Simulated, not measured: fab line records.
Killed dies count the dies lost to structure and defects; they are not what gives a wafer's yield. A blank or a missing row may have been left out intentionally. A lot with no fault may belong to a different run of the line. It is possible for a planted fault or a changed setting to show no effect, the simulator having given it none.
fab line records ; flow n5Finfet ; part 1 of 2: steps 1 to 4 of 6
record: lots: 20; wafers: 60; lastDay: 20
route steps=1938 shown GATE_CUT@469
lots that met no fault: taken from a fault-free run of the same line
startH: hours from the record's opening day to when the first of the lot's shown wafers began ; waitH: hours from the lot's prior step to this one ; " as in the row above ; L1.1+2: a row that stands for several wafers ; - either no value or no given start ; * or withheld: withheld ; < > ~ a bound
route shown NAME@n: a module of which the file shows steps, and the number in the route of the first ; usual: the fault-free wafers' mean and standard deviation ; same: alike in all rows ; chamber/n: place in a boat ; sites: per-site readings ; _std_site: the values' standard deviation ; _edge_site: mean of outer sites minus mean of inner sites ; radiusMm: for every site, how far away it sits from the centre of the wafer ; mask NAME#n: copy n ; behind: the last tool/chamber to shape the wafer ; hold: the reason the lot was held/the length of the hold in hours/how it ended ; device: transistor that didn't switch, given as n, p or np ; end of line: the route-end tests of the same wafers ; where a step has no rows: the recipe by itself ; killed: not the wafer's yield, but the dies lost to structure and defects at the first sort ; map: a wafer's dies, x killed, . not, _ none there
set.NAME: the setting as run; set.NAME@STEP: as run at that earlier step ; model.NAME: the simulator's own value behind a step, which no gauge read
the route's steps for a sample of lots (tables are steps, rows are wafers)
services: from which hour (startH, from the record's first day; less than 0 if before it) a tool's chamber was out of use, for how many hours, and why
== steps ==
step: N5_GATE_CUT_ETCH_58
recipe: chemistry: CH3F/O2; target: SiNx; targetDepthA: 170; timeS: 128.6; ionEnergyEv: 50; pressureMtorr: 30; sourceW: 415; biasW: 21; Ar_flow_sccm: 150; CH3F_flow_sccm: 30; O2_flow_sccm: 20
usual: drypumpMotorCurrentA: 5.7/0.48; oesProductAu: 0.82/0.069; rfVppV: 99.3/0.89; showerheadPlenumPTorr: 2.03/0.063; throttleValvePct: 16.11/0.13
lot.wafer;tool;chamber;startH;waitH;drypumpMotorCurrentA;oesProductAu;rfHoursCounterH;rfVppV;showerheadPlenumPTorr;throttleValvePct
L075.1;rieDiel-05;1;87.28;0.0;6.0;0.78;126;100.5;2.00;16.00
L075.4;rieDiel-05;3;87.28;0.0;5.8;0.78;117;99.2;2.09;15.96
L075.5;rieDiel-05;2;87.28;0.0;5.3;0.99;-;98.0;1.97;16.06
L076.2;rieDiel-05;1;94.96;0.0;6.0;0.77;128;100.1;2.00;16.01
L076.3;rieDiel-05;2;94.96;0.0;5.3;0.98;6;97.7;1.97;16.04
L076.5;rieDiel-05;3;94.96;0.0;5.8;0.78;-;100.1;2.09;15.96
L077.1;rieDiel-05;2;99.41;0.0;5.3;0.97;7;100.3;1.97;16.03
L077.4;rieDiel-05;1;99.41;0.0;6.0;0.77;130;99.3;2.00;16.02
L077.5;rieDiel-05;0;99.41;0.0;5.0;0.77;-;98.5;2.09;16.13
L078.1;rieDiel-05;0;102.24;0.0;5.0;0.77;141;99.9;2.09;16.14
L078.4;rieDiel-05;3;102.24;0.0;5.8;0.77;122;99.8;2.09;15.97
L078.6;rieDiel-05;1;102.24;0.0;6.0;0.77;-;100.1;2.00;16.04
L079.4;rieDiel-02;1;111.95;0.0;6.4;0.92;11;100.4;2.14;16.16
L079.5;rieDiel-02;1;111.95;0.0;6.4;0.92;-;99.4;2.14;16.14
L079.6;rieDiel-02;0;111.95;0.0;5.8;0.83;-;98.9;2.03;15.97
L080.2;rieDiel-02;0;120.77;0.0;5.8;0.83;81;99.2;2.03;15.94
L080.3;rieDiel-02;2;120.77;0.0;6.1;0.86;44;99.5;2.04;16.30
L080.6;rieDiel-02;3;120.77;0.0;4.7;0.86;-;98.4;1.94;15.93
L081.1;rieDiel-02;1;121.29;0.0;6.3;0.91;12;99.8;2.14;16.15
L081.4;rieDiel-02;3;121.29;0.0;4.7;0.86;49;99.6;1.94;15.93
L081.5;rieDiel-02;3;121.29;0.0;4.7;0.85;-;97.8;1.94;15.94
L082.1;rieDiel-05;2;128.77;0.0;5.3;0.95;14;97.0;1.96;16.06
L082.5;rieDiel-05;2;128.77;0.0;5.3;0.95;-;98.5;1.96;16.06
L082.6;rieDiel-05;3;128.77;0.0;5.8;0.78;-;100.3;2.09;15.96
L083.1;rieDiel-06;3;136.11;0.0;5.8;0.82;91;100.0;1.94;16.41
L083.4;rieDiel-06;1;136.11;0.0;5.1;0.84;-;98.5;1.94;16.20
L083.6;rieDiel-06;0;136.11;0.0;6.2;0.71;-;99.1;1.98;16.18
L086.1;rieDiel-05;2;153.56;0.1;5.3;0.93;21;97.4;1.96;16.07
L086.4;rieDiel-05;3;153.56;0.1;5.8;0.77;135;100.4;2.09;15.98
L086.5;rieDiel-05;3;153.56;0.1;5.8;0.77;-;99.5;2.09;15.99
L085.3;rieDiel-05;2;154.95;0.1;5.3;0.93;22;99.1;1.96;16.08
L085.4;rieDiel-05;1;154.95;0.1;6.0;0.76;146;98.8;2.00;16.07
L085.5;rieDiel-05;1;154.95;0.1;6.0;0.75;-;97.8;2.00;16.04
L089.3;rieDiel-02;2;172.14;0.0;6.1;0.83;58;100.9;2.04;16.30
L089.4;rieDiel-02;0;172.14;0.0;5.8;0.81;92;98.8;2.03;16.00
L089.6;rieDiel-02;2;172.14;0.0;6.1;0.84;-;99.9;2.04;16.32
L088.1;rieDiel-02;3;172.86;0.0;4.7;0.84;62;99.5;1.94;15.97
L088.4;rieDiel-02;1;172.86;0.0;6.4;0.90;25;100.0;2.14;16.16
L088.6;rieDiel-02;1;172.86;0.0;6.4;0.90;-;100.5;2.14;16.17
L090.1;rieDiel-05;0;177.53;0.0;5.0;0.77;157;99.3;2.08;16.18
L090.5;rieDiel-05;1;177.53;0.0;6.0;0.75;-;99.6;1.99;16.06
L090.6;rieDiel-05;0;177.53;0.0;5.0;0.76;-;98.9;2.08;16.16
L092.2;rieDiel-02;0;188.02;0.0;5.8;0.82;99;99.3;2.03;15.99
L092.4;rieDiel-02;0;188.02;0.0;5.8;0.81;-;97.4;2.03;15.99
L092.5;rieDiel-02;2;188.02;0.0;6.1;0.83;-;99.0;2.03;16.33
L093.2;rieDiel-05;1;197.82;0.0;6.0;0.74;160;99.8;1.99;16.07
L093.3;rieDiel-05;3;197.82;0.0;5.8;0.75;150;101.2;2.08;16.02
L093.4;rieDiel-05;0;197.82;0.0;5.0;0.76;164;99.5;2.08;16.19
L094.2;rieDiel-05;2;200.76;0.0;5.3;0.91;35;99.6;1.96;16.11
L094.4;rieDiel-05;3;200.76;0.0;5.8;0.74;151;100.1;2.08;16.01
L094.5;rieDiel-05;0;200.76;0.0;5.0;0.75;-;99.4;2.08;16.18
L095.1;rieDiel-02;0;208.35;0.0;5.7;0.79;101;99.5;2.03;16.01
L095.3;rieDiel-02;2;208.35;0.0;6.1;0.82;74;98.6;2.03;16.33
L095.6;rieDiel-02;2;208.35;0.0;6.1;0.82;-;99.7;2.03;16.34
L096.2;rieDiel-02;0;214.56;0.2;5.7;0.81;103;99.2;2.03;15.99
L096.4;rieDiel-02;3;214.56;0.2;4.7;0.82;71;98.6;1.93;15.98
L096.6;rieDiel-02;2;214.56;0.2;6.1;0.82;-;100.3;2.03;16.35
L097.1;rieDiel-06;1;237.82;0.0;5.2;0.80;106;99.3;1.93;16.26
L097.2;rieDiel-06;3;237.82;0.0;5.8;0.79;119;97.4;1.93;16.46
L097.5;rieDiel-06;3;237.82;0.0;5.8;0.78;-;98.8;1.93;16.47
step: N5_GATE_CUT_CMP_02
recipe: stopOn: SiO2; tOverpolishS: 12.7; postCmpClean: alkalineBrush; downForcePsi: 2.5; platenRpm: 51.8; padVelocityMS: 1.0307; targetThkNm: 0
usual: motorCurrentA: 8.7/0.91; overpolishRunS: 12.700/0.0089; padLifeWafers: 916/600; timeToEndpointS: 25.7/2.1
lot.wafer;tool;chamber;startH;waitH;motorCurrentA;overpolishRunS;padLifeWafers;timeToEndpointS
L075.1;cmp-04;3;90.01;0.1;9.0;12.698;379;23.7
L075.4;cmp-04;0;90.01;0.1;7.0;12.706;380;25.0
L075.5;cmp-04;2;90.01;0.1;7.5;12.704;-;26.4
L076.2;cmp-04;0;97.61;0.1;7.4;12.685;408;26.6
L076.3;cmp-04;1;97.61;0.1;10.3;12.709;409;24.6
L076.5;cmp-04;0;97.61;0.1;7.0;12.689;-;23.7
L077.4;cmp-03;3;102.80;0.3;10.6;12.700;1111;26.8
L077.1;cmp-03;0;102.80;0.3;8.4;12.691;1112;26.1
L077.5;cmp-03;2;102.80;0.3;8.3;12.716;-;27.9
L078.4;cmp-04;2;104.84;0.1;8.3;12.686;456;29.6
L078.1;cmp-04;3;104.84;0.1;9.0;12.697;457;28.0
L078.6;cmp-04;2;104.84;0.1;8.4;12.681;-;28.5
L079.4;cmp-04;3;114.60;0.1;9.4;12.700;529;26.3
L079.6;cmp-04;2;114.60;0.1;8.5;12.696;-;27.3
L079.5;cmp-04;3;114.60;0.1;9.3;12.704;-;27.5
L080.3;cmp-03;1;123.36;0.1;9.6;12.690;1254;27.0
L080.2;cmp-03;2;123.36;0.1;8.3;12.696;1255;22.8
L080.6;cmp-03;2;123.36;0.1;8.7;12.692;-;25.5
L081.4;cmp-04;3;123.91;0.1;8.5;12.710;589;27.8
L081.1;cmp-04;0;123.91;0.1;7.1;12.702;590;24.3
L081.5;cmp-04;2;123.91;0.1;8.2;12.694;-;26.8
L082.1;cmp-03;1;131.41;0.1;9.2;12.700;1309;25.5
L082.5;cmp-03;0;131.41;0.1;8.7;12.708;-;24.1
L082.6;cmp-03;1;131.41;0.1;8.7;12.699;-;24.3
L083.4;cmp-01;2;138.69;0.0;7.6;12.688;2040;29.6
L083.1;cmp-01;3;138.69;0.0;8.3;12.697;2041;26.4
L083.6;cmp-01;3;138.69;0.0;8.3;12.688;-;28.5
L086.4;cmp-01;0;156.14;0.0;8.1;12.694;48;24.1
L086.1;cmp-01;3;156.14;0.0;8.6;12.685;51;24.2
L086.5;cmp-01;1;156.14;0.0;9.3;12.711;-;27.0
L085.3;cmp-04;3;157.76;0.1;9.0;12.690;817;26.4
L085.4;cmp-04;1;157.76;0.1;10.3;12.709;819;25.8
L085.5;cmp-04;3;157.76;0.1;9.1;12.694;-;29.1
L089.4;cmp-03;2;174.76;0.1;8.6;12.716;1627;23.9
L089.3;cmp-03;0;174.76;0.1;8.8;12.705;1629;24.5
L089.6;cmp-03;1;174.76;0.1;9.3;12.704;-;25.9
L088.4;cmp-04;0;175.52;0.1;7.2;12.694;956;26.2
L088.1;cmp-04;1;175.52;0.1;10.5;12.703;957;26.8
L088.6;cmp-04;2;175.52;0.1;8.2;12.703;-;27.8
L090.1;cmp-04;2;180.24;0.1;8.3;12.699;1010;25.3
L090.6;cmp-04;0;180.24;0.1;6.7;12.689;-;25.5
L090.5;cmp-04;1;180.24;0.1;9.7;12.700;-;26.0
L092.4;cmp-01;2;192.14;0.0;7.6;12.695;354;29.4
L092.2;cmp-01;3;192.14;0.0;8.5;12.718;355;28.5
L092.5;cmp-01;3;192.14;0.0;8.4;12.708;-;27.0
L093.3;cmp-01;1;200.51;0.1;8.9;12.713;426;23.9
L093.4;cmp-01;2;200.51;0.1;7.8;12.692;427;25.0
L093.2;cmp-01;3;200.51;0.1;8.7;12.694;428;26.2
L094.4;cmp-01;2;203.53;0.1;7.8;12.706;445;28.8
L094.2;cmp-01;0;203.53;0.1;8.5;12.686;447;26.1
L094.5;cmp-01;1;203.53;0.1;8.8;12.717;-;26.8
L095.1;cmp-01;2;210.94;0.1;7.6;12.706;492;24.9
L095.3;cmp-01;1;210.94;0.1;9.0;12.703;495;22.1
L095.6;cmp-01;2;210.94;0.1;7.4;12.687;-;27.3
L096.4;cmp-03;1;217.19;0.1;9.6;12.690;1975;21.6
L096.2;cmp-03;3;217.19;0.1;9.6;12.701;1977;25.7
L096.6;cmp-03;0;217.19;0.1;8.4;12.717;-;24.6
L097.2;cmp-03;3;240.62;0.1;9.8;12.706;2131;22.2
L097.1;cmp-03;1;240.62;0.1;9.9;12.703;2133;22.9
L097.5;cmp-03;3;240.62;0.1;10.4;12.693;-;22.8
step: N5_GATE_CUT_ETCH_28
recipe: chemistry: N2/H2; target: underlayer; targetDepthA: 130; maskMaterial: CAR-EUV; timeS: 10.4; ionEnergyEv: 200; pressureMtorr: 30; sourceW: 840; biasW: 150; n2FlowSccm: 200; h2FlowSccm: 200; ends: cleared
usual: drypumpMotorCurrentA: 5.8/0.56; etchRfOnTimeS: 10.35/0.17; oesProductAu: 0.70/0.06; rfVppV: 524.3/2.5; showerheadPlenumPTorr: 2.56/0.085; throttleValvePct: 17.70/0.19
lot.wafer;tool;chamber;startH;waitH;drypumpMotorCurrentA;etchRfOnTimeS;oesProductAu;rfHoursCounterH;rfVppV;showerheadPlenumPTorr;throttleValvePct
L075.1;rieDiel-02;1;90.99;0.0;6.4;10.29;0.81;5;529.4;2.71;17.75
L075.4;rieDiel-02;2;90.99;0.0;6.1;10.09;0.74;38;525.1;2.59;17.78
L075.5;rieDiel-02;1;90.99;0.0;6.4;10.38;0.81;-;528.7;2.71;17.74
L076.2;rieDiel-02;3;98.56;0.0;4.7;10.27;0.73;45;522.8;2.48;17.52
L076.3;rieDiel-02;2;98.56;0.0;6.1;10.18;0.73;40;525.1;2.59;17.80
L076.5;rieDiel-02;1;98.56;0.0;6.4;10.39;0.80;-;528.8;2.71;17.73
L077.1;rieDiel-05;0;103.58;0.0;5.0;10.58;0.66;141;526.8;2.66;17.63
L077.4;rieDiel-05;2;103.58;0.0;5.3;10.33;0.82;8;523.1;2.50;17.64
L077.5;rieDiel-05;1;103.58;0.0;6.0;10.45;0.66;-;525.2;2.54;17.42
L078.1;rieDiel-02;1;105.67;0.0;6.4;10.22;0.79;9;527.3;2.71;17.74
L078.4;rieDiel-02;3;105.67;0.0;4.7;10.08;0.73;46;524.2;2.48;17.51
L078.6;rieDiel-02;1;105.67;0.0;6.4;10.23;0.79;-;529.3;2.71;17.74
L079.4;rieDiel-02;1;115.51;0.0;6.4;10.13;0.79;11;528.6;2.71;17.74
L079.5;rieDiel-02;1;115.51;0.0;6.4;10.14;0.80;-;527.9;2.71;17.73
L079.6;rieDiel-02;2;115.51;0.0;6.1;9.93;0.73;-;525.9;2.59;17.80
L080.2;rieDiel-06;0;124.19;0.0;6.2;10.29;0.62;208;525.0;2.53;17.79
L080.3;rieDiel-06;2;124.19;0.0;6.6;10.42;0.61;225;522.7;2.50;18.02
L080.6;rieDiel-06;3;124.19;0.0;5.9;10.45;0.69;-;522.7;2.46;17.91
L081.1;rieDiel-02;2;124.69;0.0;6.1;10.00;0.74;45;526.7;2.59;17.80
L081.4;rieDiel-02;0;124.69;0.0;5.8;10.35;0.71;81;523.5;2.57;17.36
L081.5;rieDiel-02;2;124.69;0.0;6.1;10.05;0.73;-;524.8;2.59;17.81
L082.1;rieDiel-05;2;132.33;0.0;5.3;10.45;0.80;16;522.1;2.50;17.65
L082.5;rieDiel-05;3;132.33;0.0;5.8;10.59;0.65;-;526.8;2.66;17.50
L082.6;rieDiel-05;2;132.33;0.0;5.3;10.42;0.80;-;522.3;2.50;17.65
L083.1;rieDiel-06;3;139.68;0.0;5.8;10.54;0.69;93;522.5;2.46;17.94
L083.4;rieDiel-06;0;139.68;0.0;6.2;10.43;0.61;-;522.9;2.53;17.82
L083.6;rieDiel-06;1;139.68;0.0;5.2;10.46;0.70;-;523.3;2.47;17.74
L086.1;rieDiel-02;1;157.09;0.0;6.4;10.27;0.78;20;526.7;2.71;17.77
L086.4;rieDiel-02;2;157.09;0.0;6.1;10.07;0.72;53;524.3;2.58;17.82
L086.5;rieDiel-02;3;157.09;0.0;4.7;10.13;0.72;-;523.7;2.48;17.54
L085.3;rieDiel-02;0;158.55;0.0;5.8;10.49;0.69;88;524.1;2.56;17.38
L085.4;rieDiel-02;2;158.55;0.0;6.1;10.14;0.72;53;524.7;2.58;17.82
L085.5;rieDiel-02;0;158.55;0.0;5.8;10.65;0.69;-;524.2;2.56;17.37
L089.3;rieDiel-06;1;175.62;0.0;5.2;10.39;0.69;86;521.4;2.47;17.74
L089.4;rieDiel-06;2;175.62;0.0;6.6;10.34;0.60;232;523.4;2.50;18.04
L089.6;rieDiel-06;2;175.62;0.0;6.6;10.37;0.60;-;523.5;2.50;18.05
L088.1;rieDiel-05;1;176.48;0.0;6.0;10.33;0.64;152;524.7;2.53;17.45
L088.4;rieDiel-05;2;176.48;0.0;5.3;10.49;0.79;25;521.2;2.49;17.66
L088.6;rieDiel-05;3;176.48;0.0;5.8;10.58;0.64;-;527.9;2.66;17.52
L090.1;rieDiel-06;3;181.71;0.0;5.8;10.42;0.68;103;518.2;2.46;17.95
L090.5;rieDiel-06;1;181.71;0.0;5.2;10.36;0.69;-;520.3;2.46;17.73
L090.6;rieDiel-06;2;181.71;0.0;6.6;10.49;0.59;-;521.1;2.50;18.04
L092.2;rieDiel-06;0;193.09;0.0;6.2;10.36;0.60;227;522.3;2.52;17.83
L092.4;rieDiel-06;1;193.09;0.0;5.2;10.33;0.69;93;522.3;2.46;17.76
L092.5;rieDiel-06;1;193.09;0.0;5.2;10.42;0.68;-;521.6;2.46;17.75
L093.2;rieDiel-05;3;201.46;0.0;5.8;10.70;0.63;151;526.3;2.65;17.55
L093.3;rieDiel-05;1;201.46;0.0;6.0;10.51;0.63;161;523.4;2.53;17.50
L093.4;rieDiel-05;0;201.46;0.0;5.0;10.72;0.64;165;527.5;2.65;17.68
L094.2;rieDiel-02;2;204.31;0.0;6.1;10.16;0.70;72;525.5;2.58;17.85
L094.4;rieDiel-02;2;204.31;0.0;6.1;10.14;0.70;-;522.8;2.58;17.87
L094.5;rieDiel-02;1;204.31;0.0;6.4;10.49;0.73;-;529.9;2.70;17.80
L095.1;rieDiel-05;2;211.85;0.0;5.3;10.56;0.76;38;522.8;2.49;17.69
L095.3;rieDiel-05;0;211.85;0.0;5.1;10.58;0.64;169;526.1;2.65;17.68
L095.6;rieDiel-05;3;211.85;0.0;5.8;10.55;0.63;-;526.9;2.65;17.55
L096.2;rieDiel-06;2;218.63;0.0;6.6;10.41;0.59;245;522.7;2.50;18.07
L096.4;rieDiel-06;0;218.63;0.0;6.2;10.41;0.59;235;523.5;2.52;17.83
L096.6;rieDiel-06;2;218.63;0.0;6.6;10.39;0.60;-;521.8;2.50;18.07
L097.1;rieDiel-02;0;241.41;0.0;5.8;10.52;0.68;111;523.5;2.55;17.43
L097.2;rieDiel-02;3;241.41;0.0;4.8;10.12;0.70;79;521.1;2.47;17.56
L097.5;rieDiel-02;2;241.41;0.0;6.1;10.20;0.69;-;524.9;2.57;17.88
step: N5_GATE_CUT_ETCH_37
recipe: chemistry: N2/H2; target: SOC; targetDepthA: 600; overetchA: 120; maskMaterial: SiARC; tempC: 40; timeS: 90; ionEnergyEv: 200; pressureMtorr: 30; sourceW: 840; biasW: 150; n2FlowSccm: 200; h2FlowSccm: 200
usual: drypumpMotorCurrentA: 5.8/0.56; oesProductAu: 0.73/0.061; rfVppV: 524.4/2.5; showerheadPlenumPTorr: 2.56/0.085; throttleValvePct: 17.67/0.19
lot.wafer;tool;chamber;startH;waitH;drypumpMotorCurrentA;oesProductAu;rfHoursCounterH;rfVppV;showerheadPlenumPTorr;throttleValvePct
L075.1;rieDiel-02;1;91.04;0.0;6.4;0.84;5;529.0;2.71;17.70
L075.4;rieDiel-02;2;91.04;0.0;6.1;0.77;38;524.3;2.59;17.77
L075.5;rieDiel-02;1;91.04;0.0;6.4;0.84;-;528.0;2.72;17.72
L076.2;rieDiel-02;3;98.61;0.0;4.7;0.76;45;521.8;2.48;17.48
L076.3;rieDiel-02;2;98.61;0.0;6.1;0.76;40;524.9;2.59;17.77
L076.5;rieDiel-02;1;98.61;0.0;6.4;0.83;-;529.8;2.71;17.71
L077.1;rieDiel-05;0;103.63;0.0;5.1;0.70;141;526.7;2.66;17.60
L077.4;rieDiel-05;2;103.63;0.0;5.3;0.86;8;522.1;2.50;17.61
L077.5;rieDiel-05;1;103.63;0.0;6.0;0.69;-;523.3;2.54;17.40
L078.1;rieDiel-02;1;105.71;0.0;6.3;0.82;9;529.0;2.71;17.71
L078.4;rieDiel-02;3;105.71;0.0;4.7;0.76;46;522.7;2.48;17.48
L078.6;rieDiel-02;1;105.71;0.0;6.4;0.83;-;528.2;2.71;17.72
L079.4;rieDiel-02;1;115.56;0.0;6.4;0.82;11;528.5;2.71;17.71
L079.5;rieDiel-02;1;115.56;0.0;6.4;0.82;-;528.5;2.71;17.73
L079.6;rieDiel-02;2;115.56;0.0;6.1;0.75;-;526.9;2.59;17.75
L080.2;rieDiel-06;0;124.24;0.0;6.2;0.64;208;523.7;2.53;17.76
L080.3;rieDiel-06;2;124.24;0.0;6.6;0.64;225;522.5;2.51;18.01
L080.6;rieDiel-06;3;124.24;0.0;5.8;0.73;-;521.4;2.46;17.90
L081.1;rieDiel-02;2;124.74;0.0;6.1;0.75;45;525.8;2.59;17.75
L081.4;rieDiel-02;0;124.74;0.0;5.8;0.74;81;525.6;2.57;17.33
L081.5;rieDiel-02;2;124.74;0.0;6.1;0.75;-;524.4;2.59;17.79
L082.1;rieDiel-05;2;132.37;0.0;5.3;0.84;16;522.0;2.50;17.60
L082.5;rieDiel-05;3;132.37;0.0;5.8;0.69;-;527.2;2.66;17.47
L082.6;rieDiel-05;2;132.37;0.0;5.3;0.85;-;522.3;2.50;17.63
L083.1;rieDiel-06;3;139.73;0.0;5.8;0.72;93;520.8;2.46;17.93
L083.4;rieDiel-06;0;139.73;0.0;6.2;0.64;-;522.4;2.53;17.78
L083.6;rieDiel-06;1;139.73;0.0;5.2;0.73;-;520.7;2.47;17.70
L086.1;rieDiel-02;1;157.14;0.0;6.4;0.80;20;529.3;2.71;17.71
L086.4;rieDiel-02;2;157.14;0.0;6.1;0.74;53;524.4;2.58;17.79
L086.5;rieDiel-02;3;157.14;0.0;4.7;0.75;-;522.5;2.48;17.52
L085.3;rieDiel-02;0;158.59;0.0;5.8;0.73;88;524.9;2.56;17.34
L085.4;rieDiel-02;2;158.59;0.0;6.1;0.73;53;524.1;2.58;17.79
L085.5;rieDiel-02;0;158.59;0.0;5.8;0.73;-;523.9;2.56;17.35
L089.3;rieDiel-06;1;175.66;0.0;5.3;0.73;86;522.5;2.46;17.72
L089.4;rieDiel-06;2;175.66;0.0;6.6;0.63;232;523.7;2.50;18.02
L089.6;rieDiel-06;2;175.66;0.0;6.6;0.63;-;522.6;2.50;18.01
L088.1;rieDiel-05;1;176.53;0.0;6.0;0.68;152;523.9;2.53;17.44
L088.4;rieDiel-05;2;176.53;0.0;5.3;0.83;25;523.7;2.49;17.63
L088.6;rieDiel-05;3;176.53;0.0;5.8;0.68;-;525.6;2.66;17.50
L090.1;rieDiel-06;3;181.76;0.0;5.8;0.72;103;521.4;2.46;17.95
L090.5;rieDiel-06;1;181.76;0.0;5.2;0.73;-;522.0;2.46;17.74
L090.6;rieDiel-06;2;181.76;0.0;6.5;0.63;-;521.4;2.50;18.02
L092.2;rieDiel-06;0;193.14;0.0;6.2;0.63;228;523.9;2.52;17.80
L092.4;rieDiel-06;1;193.14;0.0;5.2;0.72;93;521.6;2.46;17.72
L092.5;rieDiel-06;1;193.14;0.0;5.3;0.72;-;521.5;2.46;17.73
L093.2;rieDiel-05;3;201.50;0.0;5.8;0.67;152;527.7;2.65;17.53
L093.3;rieDiel-05;1;201.50;0.0;6.0;0.66;161;525.1;2.53;17.43
L093.4;rieDiel-05;0;201.50;0.0;5.1;0.68;165;527.4;2.65;17.63
L094.2;rieDiel-02;2;204.36;0.0;6.1;0.72;73;524.9;2.58;17.82
L094.4;rieDiel-02;2;204.36;0.0;6.1;0.72;-;524.0;2.58;17.82
L094.5;rieDiel-02;1;204.36;0.0;6.4;0.77;-;528.5;2.70;17.76
L095.1;rieDiel-05;2;211.90;0.0;5.3;0.80;38;522.2;2.49;17.67
L095.3;rieDiel-05;0;211.90;0.0;5.0;0.67;169;526.4;2.65;17.65
L095.6;rieDiel-05;3;211.90;0.0;5.8;0.67;-;527.8;2.65;17.54
L096.2;rieDiel-06;2;218.67;0.0;6.6;0.62;245;522.2;2.50;18.04
L096.4;rieDiel-06;0;218.67;0.0;6.2;0.62;235;521.7;2.52;17.81
L096.6;rieDiel-06;2;218.67;0.0;6.6;0.62;-;523.0;2.50;18.04
L097.1;rieDiel-02;0;241.45;0.0;5.7;0.71;111;523.3;2.56;17.40
L097.2;rieDiel-02;3;241.45;0.0;4.7;0.72;79;520.0;2.47;17.56
L097.5;rieDiel-02;2;241.45;0.0;6.1;0.71;-;524.1;2.57;17.84
